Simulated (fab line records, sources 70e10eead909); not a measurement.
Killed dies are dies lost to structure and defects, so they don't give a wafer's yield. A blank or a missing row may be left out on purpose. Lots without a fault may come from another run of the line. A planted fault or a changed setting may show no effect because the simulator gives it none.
Which tool did it? | flow nand_harc | 11 lots, 33 wafers sampled, at 7 steps of a route of 1302

WHAT THE GAUGES READ, wafer by wafer
NHARC_P_STI_CD_MEAS_09: target cd 200 nm.
lot  | measured     | on        | cd_nm (nm)
L789 | day 3 09:05  | cd_sem-02 | 199.1 199.4 199.5
L791 | day 4 01:47  | cd_sem-01 | 197.2 197.6 198.7
L793 | day 4 22:32  | cd_sem-01 | 198.2 197.0 199.4
L794 | day 5 09:18  | cd_sem-01 | 199.4 198.0 198.8
L797 | day 6 13:06  | cd_sem-02 | 199.2 200.9 200.2
L798 | day 6 22:40  | cd_sem-03 | 198.3 199.0 201.9
L800 | day 7 21:07  | cd_sem-03 | 182.7 185.0 183.7
L802 | day 8 16:35  | cd_sem-02 | 183.3 183.0 181.4
L807 | day 10 18:45 | cd_sem-01 | 197.8 196.4 201.3
L809 | day 11 15:51 | cd_sem-03 | 202.0 201.3 200.5
L810 | day 12 00:26 | cd_sem-03 | 198.4 199.0 200.6

NHARC_P_STI_OCD_MEAS_17.
lot  | measured     | on     | trench_depth_nm (nm) | trench_foot_cd_nm (nm)
L789 | day 3 09:55  | ocd-02 | 307 305 306          | 156.5 156.8 156.5
L791 | day 4 02:36  | ocd-02 | 297 301 304          | 156.4 155.6 156.2
L793 | day 4 23:19  | ocd-01 | 303 298 304          | 155.5 154.8 156.6
L794 | day 5 10:09  | ocd-01 | 298 304 306          | 157.7 154.9 156.5
L797 | day 6 13:53  | ocd-02 | 294 298 297          | 158.7 158.7 158.7
L798 | day 6 23:28  | ocd-02 | 303 298 295          | 156.3 157.4 160.7
L800 | day 7 21:55  | ocd-02 | 297 297 301          | 140.9 143.3 142.0
L802 | day 8 17:22  | ocd-02 | 294 299 301          | 142.3 141.1 139.1
L807 | day 10 19:34 | ocd-01 | 296 295 298          | 156.7 154.6 159.0
L809 | day 11 16:38 | ocd-01 | 302 302 299          | 160.5 159.2 159.0
L810 | day 12 01:13 | ocd-02 | 301 305 300          | 156.7 156.3 159.0

NHARC_P_GATE_CD_MEAS_33.
lot  | measured     | on        | cd_nm (nm)
L789 | day 5 20:43  | cd_sem-02 | 122.5 121.7 121.4
L791 | day 6 11:20  | cd_sem-01 | 120.9 123.4 122.7
L793 | day 7 06:08  | cd_sem-03 | 119.3 119.7 120.4
L794 | day 7 18:25  | cd_sem-02 | 120.0 120.1 121.7
L797 | day 8 21:03  | cd_sem-01 | 118.8 118.6 116.6
L798 | day 9 14:52  | cd_sem-01 | 117.6 119.8 124.0
L800 | day 10 06:15 | cd_sem-02 | 120.0 122.5 120.8
L802 | day 11 06:49 | cd_sem-02 | 119.8 119.4 121.2
L807 | day 12 21:34 | cd_sem-03 | 120.3 122.1 119.9
L809 | day 14 05:04 | cd_sem-01 | 121.6 119.9 118.4
L810 | day 14 10:01 | cd_sem-03 | 118.5 118.9 118.7

NHARC_END_SORT_01.
lot  | measured     | on        | killed_at_array | killed_at_other | killed_at_periphery | killed_dies | killed_open | killed_short
L800 | day 29 10:06 | prober-02 | 31 28           | 1 0             | 8 3                 | 40 31       | 3 9         | 2 0
L802 | day 30 17:19 | prober-02 | 25 33 29        | 0 0 0           | 3 13 6              | 28 46 35    | 1 4 4       | 0 4 2

WHICH TOOL RAN EACH LOT (tool, then ch and the chambers of the sampled wafers, then the start)
lot  | NHARC_P_STI_SOFTBAKE_04           | NHARC_P_GATE_STRIP_108             | NHARC_P_GATE_STRIP_101
L789 | litho_track-05 ch 0, day 3 08:00  | rie_diel-05 ch 0,1,2, day 5 20:34  | rie_diel-06 ch 1,2,3, day 6 09:07
L791 | litho_track-03 ch 0, day 4 01:00  | rie_diel-03 ch 1,3, day 6 11:08    | rie_diel-05 ch 1,3, day 6 21:26
L793 | litho_track-03 ch 0, day 4 22:00  | rie_diel-06 ch 1,2,3, day 7 05:59  | rie_diel-05 ch 1,2,3, day 7 18:22
L794 | litho_track-05 ch 0, day 5 08:00  | rie_diel-06 ch 0,2,3, day 7 18:14  | rie_diel-06 ch 0,2,3, day 8 04:22
L797 | litho_track-05 ch 0, day 6 12:00  | rie_diel-06 ch 2,3, day 8 20:52    | rie_diel-06 ch 0,2,3, day 9 09:23
L798 | litho_track-03 ch 0, day 6 22:00  | rie_diel-05 ch 1,2,3, day 9 14:41  | rie_diel-05 ch 0,3, day 10 00:56
L800 | litho_track-03 ch 0, day 7 20:00  | rie_diel-05 ch 0,1,3, day 10 06:04 | rie_diel-03 ch 1,2,3, day 10 16:19
L802 | litho_track-03 ch 0, day 8 16:00  | rie_diel-05 ch 1,3, day 11 06:38   | rie_diel-03 ch 1,2,3, day 11 16:51
L807 | litho_track-05 ch 0, day 10 18:00 | rie_diel-06 ch 0,1,3, day 12 21:24 | rie_diel-03 ch 1,2,3, day 13 07:40
L809 | litho_track-05 ch 0, day 11 15:00 | rie_diel-06 ch 0,1,3, day 14 04:56 | rie_diel-03 ch 1,2,3, day 14 15:03
L810 | litho_track-05 ch 0, day 12 00:00 | rie_diel-05 ch 1,3, day 14 09:50   | rie_diel-05 ch 1,2,3, day 14 20:08
- NHARC_P_STI_SOFTBAKE_04: time 70 s.
- NHARC_P_GATE_STRIP_108: strips in O2.
- NHARC_P_GATE_STRIP_101: strips in O2, time 20 s.

WHAT THE TOOLS THEMSELVES READ (means of the sampled wafers that have a number; where no wafer has one, the mark that the record gives instead)
NHARC_P_STI_SOFTBAKE_04.
lot  | tool           | heater_power_total_W (W)
L789 | litho_track-05 | 199.3
L791 | litho_track-03 | 201.3
L793 | litho_track-03 | 201.4
L794 | litho_track-05 | 201.0
L797 | litho_track-05 | 199.3
L798 | litho_track-03 | 200.6
L800 | litho_track-03 | 180.9
L802 | litho_track-03 | 180.8
L807 | litho_track-05 | 201.3
L809 | litho_track-05 | 202.0
L810 | litho_track-05 | 201.0

NHARC_P_GATE_STRIP_108.
lot  | tool        | drypump_motor_current_A (A) | oes_product_au (a.u.) | rf_vpp_V (V) | showerhead_plenum_p_Torr (Torr) | throttle_valve_pct (%)
L789 | rie_diel-05 | 5.4                         | 1.008                 | 58.8         | 3.68                            | 17.038
L791 | rie_diel-03 | 5.7                         | 0.995                 | 57.3         | 3.43                            | 17.041
L793 | rie_diel-06 | 5.6                         | 1.006                 | 57.0         | 3.57                            | 17.035
L794 | rie_diel-06 | 5.6                         | 0.994                 | 57.5         | 3.42                            | 17.034
L797 | rie_diel-06 | 5.4                         | 0.989                 | 57.5         | 3.42                            | 17.046
L798 | rie_diel-05 | 5.8                         | 0.999                 | 57.7         | 3.53                            | 17.035
L800 | rie_diel-05 | 5.5                         | 0.999                 | 57.6         | 3.53                            | 17.038
L802 | rie_diel-05 | 5.6                         | 1.004                 | 57.0         | 3.47                            | 17.037
L807 | rie_diel-06 | 5.8                         | 0.999                 | 57.4         | 3.57                            | 17.027
L809 | rie_diel-06 | 5.8                         | 0.998                 | 58.5         | 3.57                            | 17.029
L810 | rie_diel-05 | 5.8                         | 1.000                 | 57.3         | 3.39                            | 17.031

NHARC_P_GATE_STRIP_101.
lot  | tool        | drypump_motor_current_A (A) | oes_product_au (a.u.) | rf_vpp_V (V) | showerhead_plenum_p_Torr (Torr) | throttle_valve_pct (%)
L789 | rie_diel-06 | 5.7                         | 1.006                 | 58.2         | 3.57                            | 17.029
L791 | rie_diel-05 | 5.8                         | 1.003                 | 57.4         | 3.39                            | 17.036
L793 | rie_diel-05 | 5.7                         | 1.004                 | 58.3         | 3.53                            | 17.032
L794 | rie_diel-06 | 5.6                         | 1.006                 | 57.4         | 3.42                            | 17.036
L797 | rie_diel-06 | 5.5                         | 1.001                 | 57.3         | 3.42                            | 17.043
L798 | rie_diel-05 | 5.7                         | 0.996                 | 58.8         | 3.44                            | 17.036
L800 | rie_diel-03 | 5.8                         | 0.996                 | 57.6         | 3.40                            | 17.034
L802 | rie_diel-03 | 5.8                         | 1.002                 | 57.0         | 3.40                            | 17.032
L807 | rie_diel-03 | 5.8                         | 1.004                 | 58.3         | 3.39                            | 17.037
L809 | rie_diel-03 | 5.8                         | 1.004                 | 57.1         | 3.39                            | 17.033
L810 | rie_diel-05 | 5.8                         | 1.005                 | 57.9         | 3.53                            | 17.044

THE ANSWER, worked out from the rows above alone
Rule: what is usual is taken from the lots themselves. Put in order of their means at a reading, lots are off if they are a third of the lots or fewer, leave a main group of 4 or more, and stand apart from it by a gap of 3 or more times the standard deviation of the main group's means; of several such gaps the widest counts. A main group whose means are all the same, to the digits that the tables above print for the reading, isn't used. A lot without any number at a reading at which 4 lots or more have one is off too. The other lots that the step has rows for count as sound. The gauges are gone through in route order, then the tools' own readings, and for those a lot's mean is taken as printed above. The first step at which some lot is off is used, and at that step the reading that is off furthest; a lot without a number counts as furthest.
Off: L800, L802, at NHARC_P_STI_CD_MEAS_09 (cd_nm). The main group: mean 199.2 nm, standard deviation 1.
A tool fits if, at a process step before that reading, it ran every lot that is off, and no sound lot after the first of them. The gauges at NHARC_P_STI_CD_MEAS_09 aren't tried: what is off there is off at NHARC_P_STI_OCD_MEAS_17 too, on other tools, and a gauge's error can't cause that. One fits: litho_track-03 at NHARC_P_STI_SOFTBAKE_04. Its last sound lot is L798 (day 6 22:00), its first lot that is off L800 (day 7 20:00): a fault that began between those two fits.
The tool's own readings at NHARC_P_STI_SOFTBAKE_04 bear it out: on the lots that are off they differ by more than 5 times the standard deviation of the sound lots' means. heater_power_total_W reads 180.9 W there against 200.8 W on the sound lots.

WHAT THE SIMULATOR HAD PUT IN
Process parameter drift: litho_track-03, from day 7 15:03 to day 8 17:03, at NHARC_P_STI_SOFTBAKE_04. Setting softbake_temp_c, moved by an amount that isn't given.
Lots struck among those shown: L800, L802. The rule above found the same.
